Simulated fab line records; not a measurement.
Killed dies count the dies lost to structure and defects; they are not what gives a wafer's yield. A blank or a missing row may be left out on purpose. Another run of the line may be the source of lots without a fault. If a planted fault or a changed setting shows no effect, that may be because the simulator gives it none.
Which tool did it?    flow n5Finfet    9 lots with 27 wafers sampled at 5 steps, on a route of 1938 steps

== WHAT THE GAUGES READ, wafer by wafer ==
N5_MOL_CONTACT_COAG_CD_MEAS_137: the cd target is 16 nm. Usual: cdNm reads 15.91 nm (standard deviation 0.26).
lot   measured      on        cdNm (nm)          flag
L910  day 5 13:22   cdSem-02  15.75 15.95 16.15  
L911  day 5 13:46   cdSem-02  16.09 15.93 16.04  
L913  day 6 11:47   cdSem-01  16.21 15.60 15.96  
L915  day 6 23:32   cdSem-01  16.18 15.77 15.70  
L928  day 10 01:38  cdSem-02  15.67 15.70 16.11  
L929  day 10 05:19  cdSem-01  15.99 15.54 16.12  
L930  day 10 13:55  cdSem-03  16.17 15.63 15.68  
L931  day 10 19:38  cdSem-02  16.05 15.85 15.83  
L932  day 11 01:35  cdSem-01  15.81 15.57 15.89  

N5_BEOL_M4_RC_MEAS_101. Usual: DIBL_N 35.9 mV/V, standard deviation 1.3; DIBL_P 36.3 mV/V, standard deviation 1.5; IOFF_N 0.153 nA/um, standard deviation 0.023; IOFF_P 0.208 nA/um, standard deviation 0.028; ION_N 672 uA/um, standard deviation 9.7; ION_P 462 uA/um, standard deviation 6.6; SS_N 71.5 mV/dec, standard deviation 0.53; SS_P 73.3 mV/dec, standard deviation 0.59; VT_N 250.4 mV, standard deviation 2.7; VT_P -250.5 mV, standard deviation 3.
lot   measured      on         DIBL_N (mV/V)   DIBL_P (mV/V)   IOFF_N (nA/um)     IOFF_P (nA/um)     ION_N (uA/um)  ION_P (uA/um)  SS_N (mV/dec)   SS_P (mV/dec)   VT_N (mV)          VT_P (mV)             flag
L910  day 8 15:58   prober-01  35.9 37.1 37.2  35.8 37.6 37.0  0.154 0.182 0.181  0.189 0.213 0.215  673 677 684    457 457 465    71.3 71.6 72.2  73.1 73.7 74.0  251.8 251.6 248.6  -254.4 -250.9 -250.2  
L911  day 9 02:06   prober-02  34.1 33.4 34.4  36.7 36.1 36.6  0.150 0.139 0.148  0.207 0.206 0.195  674 665 664    467 463 455    71.5 71.5 71.6  73.5 73.4 73.8  247.2 248.8 246.3  -250.3 -250.9 -252.2  
L913  day 9 11:50   prober-02  35.4 35.8 35.4  35.4 35.4 35.4  0.143 0.147 0.144  0.196 0.200 0.190  674 677 669    466 456 460    71.4 70.9 71.3  72.8 72.8 72.3  250.7 249.8 251.7  -251.0 -250.4 -251.9  
L915  day 10 07:00  prober-01  36.8 36.9 35.7  37.2 35.8 35.7  0.170 0.168 0.149  0.235 0.222 0.217  681 685 671    470 469 467    72.2 70.7 71.8  73.8 73.4 73.9  248.3 248.3 252.0  -249.1 -250.4 -249.9  
L928  day 13 15:25  prober-01  33.7 33.9 34.0  34.3 34.7 35.1  0.136 0.137 0.144  0.213 0.212 0.223  665 670 686    462 466 476    70.9 70.4 71.5  73.3 72.4 73.6  251.6 250.3 251.4  -247.8 -248.5 -245.7  
L929  day 13 21:12  prober-01  35.8 32.8 34.9  38.0 34.6 37.1  0.168 0.121 0.152  0.216 0.176 0.203  673 669 685    462 460 474    71.5 71.3 71.5  73.4 72.8 73.5  249.3 251.3 252.4  -252.6 -253.5 -249.4  
L930  day 14 01:19  prober-02  37.1 36.4 36.6  38.5 37.5 37.4  0.190 0.170 0.165  0.239 0.215 0.209  690 691 679    472 468 462    71.4 71.4 71.7  74.4 74.6 73.0  247.0 248.6 249.0  -248.6 -250.0 -248.8  
L931  day 14 04:28  prober-02  34.8 35.1 36.2  35.7 36.5 37.1  0.130 0.138 0.155  0.177 0.189 0.208  667 674 671    465 461 459    71.1 71.4 71.0  73.4 72.4 73.0  252.7 252.6 252.4  -253.0 -253.8 -251.6  
L932  day 15 00:24  prober-02  35.8 35.0 35.3  35.8 34.7 34.6  0.145 0.134 0.136  0.211 0.189 0.192  689 679 672    473 469 462    70.6 70.9 70.7  72.9 72.8 73.1  248.5 250.8 250.5  -249.6 -249.5 -249.6  

== WHICH TOOL RAN EACH LOT (tool, then ch and the chambers of the sampled wafers, then the start) ==
lot   N5_MOL_CONTACT_COAG_ETCHBACK_135   N5_MOL_CONTACT_COAG_ETCH_65        N5_MOL_CONTACT_COAG_ALD_133
L910  rieDiel-05 ch 0,1, day 5 12:58     rieDiel-03 ch 0,1,2, day 5 13:53   aldSin-01 ch 0,2,3, day 5 13:59
L911  rieDiel-06 ch 0,2,3, day 5 13:24   rieDiel-03 ch 0,2, day 5 14:22     aldSin-01 ch 1,2,3, day 5 14:28
L913  rieDiel-03 ch 0,1,2, day 6 11:25   rieDiel-06 ch 1,2,3, day 6 12:29   aldSin-01 ch 0,1, day 6 12:53
L915  rieDiel-06 ch 1,2, day 6 23:07     rieDiel-06 ch 0,1,2, day 7 00:08   aldSin-01 ch 0,1,2, day 7 00:18
L928  rieDiel-03 ch 2,3, day 10 01:16    rieDiel-05 ch 0,1,2, day 10 02:30  aldSin-01 ch 0,1,2, day 10 02:36
L929  rieDiel-03 ch 1,2,3, day 10 04:56  rieDiel-03 ch 2,3, day 10 06:06    aldSin-04 ch 0,1,2, day 10 06:12
L930  rieDiel-03 ch 0,1,2, day 10 13:32  rieDiel-06 ch 2,3, day 10 14:31    aldSin-02 ch 0,2, day 10 14:49
L931  rieDiel-06 ch 0,1,3, day 10 19:16  rieDiel-03 ch 0,2,3, day 10 20:07  aldSin-01 ch 1,2,3, day 10 20:49
L932  rieDiel-03 ch 1,3, day 11 01:13    rieDiel-06 ch 1,2, day 11 02:11    aldSin-01 ch 0,1, day 11 02:17
- N5_MOL_CONTACT_COAG_ETCHBACK_135: etches SiO2 in CHF3, target depth 25 nm, time 16.7 s.
- N5_MOL_CONTACT_COAG_ETCH_65: etches underlayer in N2/H2, target depth 13 nm, time 10.4 s.
- N5_MOL_CONTACT_COAG_ALD_133: deposits SiO2, target thk 5 nm, pulse time 1 s, co reactant pulse time 1 s.

== AS READ BY THE TOOLS THEMSELVES (means over the sampled wafers that have a number; for cases with no such wafer, the mark the record gives instead) ==
N5_MOL_CONTACT_COAG_ETCHBACK_135. Usual: drypumpMotorCurrentA 5.9 A, standard deviation 0.32; oesProductAu 0.78 a.u., standard deviation 0.093; rfVppV 521 V, standard deviation 4.7; showerheadPlenumPTorr 2.36 Torr, standard deviation 0.1; throttleValvePct 18.80 %, standard deviation 0.25.
lot   tool        drypumpMotorCurrentA (A)  oesProductAu (a.u.)  rfVppV (V)  showerheadPlenumPTorr (Torr)  throttleValvePct (%)  flag
L910  rieDiel-05  5.7                       0.71                 523         2.27                          18.71                 
L911  rieDiel-06  6.2                       0.75                 521         2.34                          18.72                 
L913  rieDiel-03  5.9                       0.72                 522         2.33                          18.94                 
L915  rieDiel-06  5.7                       0.85                 520         2.46                          18.60                 
L928  rieDiel-03  6.2                       0.75                 524         2.40                          19.03                 
L929  rieDiel-03  6.1                       0.80                 523         2.37                          19.01                 
L930  rieDiel-03  5.9                       0.77                 521         2.32                          18.88                 
L931  rieDiel-06  5.9                       0.84                 522         2.38                          18.54                 
L932  rieDiel-03  6.1                       0.80                 526         2.48                          19.01                 

N5_MOL_CONTACT_COAG_ETCH_65. Usual: drypumpMotorCurrentA 5.9 A, standard deviation 0.34; etchRfOnTimeS 10.41 s, standard deviation 0.16; h2FlowSccm 199.9 sccm, standard deviation 0.62; n2FlowSccm 200.1 sccm, standard deviation 0.61; oesProductAu 0.68 a.u., standard deviation 0.082; rfVppV 524 V, standard deviation 3.5; showerheadPlenumPTorr 2.53 Torr, standard deviation 0.12; throttleValvePct 17.92 %, standard deviation 0.22.
lot   tool        drypumpMotorCurrentA (A)  etchRfOnTimeS (s)  h2FlowSccm (sccm)  n2FlowSccm (sccm)  oesProductAu (a.u.)  rfVppV (V)  showerheadPlenumPTorr (Torr)  throttleValvePct (%)  flag
L910  rieDiel-03  5.8                       10.59              199.7              199.7              0.62                 522         2.50                          18.08                 
L911  rieDiel-03  5.9                       10.44              200.5              200.0              0.64                 520         2.41                          17.94                 
L913  rieDiel-06  6.1                       10.31              199.7              199.6              0.66                 526         2.58                          17.97                 
L915  rieDiel-06  5.8                       10.32              199.7              200.2              0.70                 525         2.56                          17.84                 
L928  rieDiel-05  5.6                       10.43              199.4              199.9              0.67                 522         2.51                          17.85                 
L929  rieDiel-03  6.2                       10.45              199.8              200.0              0.64                 524         2.55                          18.08                 
L930  rieDiel-06  6.4                       10.49              199.9              199.8              0.76                 521         2.50                          17.71                 
L931  rieDiel-03  5.9                       10.51              200.2              200.7              0.62                 522         2.50                          18.02                 
L932  rieDiel-06  5.7                       10.17              199.7              199.2              0.75                 526         2.62                          17.80                 

N5_MOL_CONTACT_COAG_ALD_133. Usual: heaterPowerW 80 W, standard deviation 10; precursorPulseHeightRel 0.999, standard deviation 0.019; susceptorTempC 99.99 C, standard deviation 0.14.
lot   tool       heaterPowerW (W)  precursorPulseHeightRel  susceptorTempC (C)  flag
L910  aldSin-01  75                1.001                    99.96               
L911  aldSin-01  74                1.003                    100.12              
L913  aldSin-01  57                1.000                    91.14               OFF
L915  aldSin-01  58                1.015                    91.17               OFF
L928  aldSin-01  73                0.996                    100.14              
L929  aldSin-04  80                0.998                    100.06              
L930  aldSin-02  95                0.995                    100.05              
L931  aldSin-01  74                1.011                    99.91               
L932  aldSin-01  68                0.991                    99.91               

== THE ANSWER, worked out from the rows above alone ==
Rule: lot off if the mean of its wafers having a number is beyond 3 standard deviations from the usual mean. Also off: a lot with no number at a reading for which 4 or more lots have one. The other lots that the step has rows for count as sound. Order of review: gauges by route order, followed by the tools' own readings, for which a lot's mean as printed above is used. The first step at which some lot is off is used, and at that step the reading that is off furthest; a lot without a number counts as furthest.
Off, at N5_MOL_CONTACT_COAG_ALD_133 on susceptorTempC: L913, L915.
A tool fits if, at that step or a process step before it, it ran every lot that is off, and no sound lot after the first of them. None of those tried fits.

== WHAT WAS PUT IN BY THE SIMULATOR ==
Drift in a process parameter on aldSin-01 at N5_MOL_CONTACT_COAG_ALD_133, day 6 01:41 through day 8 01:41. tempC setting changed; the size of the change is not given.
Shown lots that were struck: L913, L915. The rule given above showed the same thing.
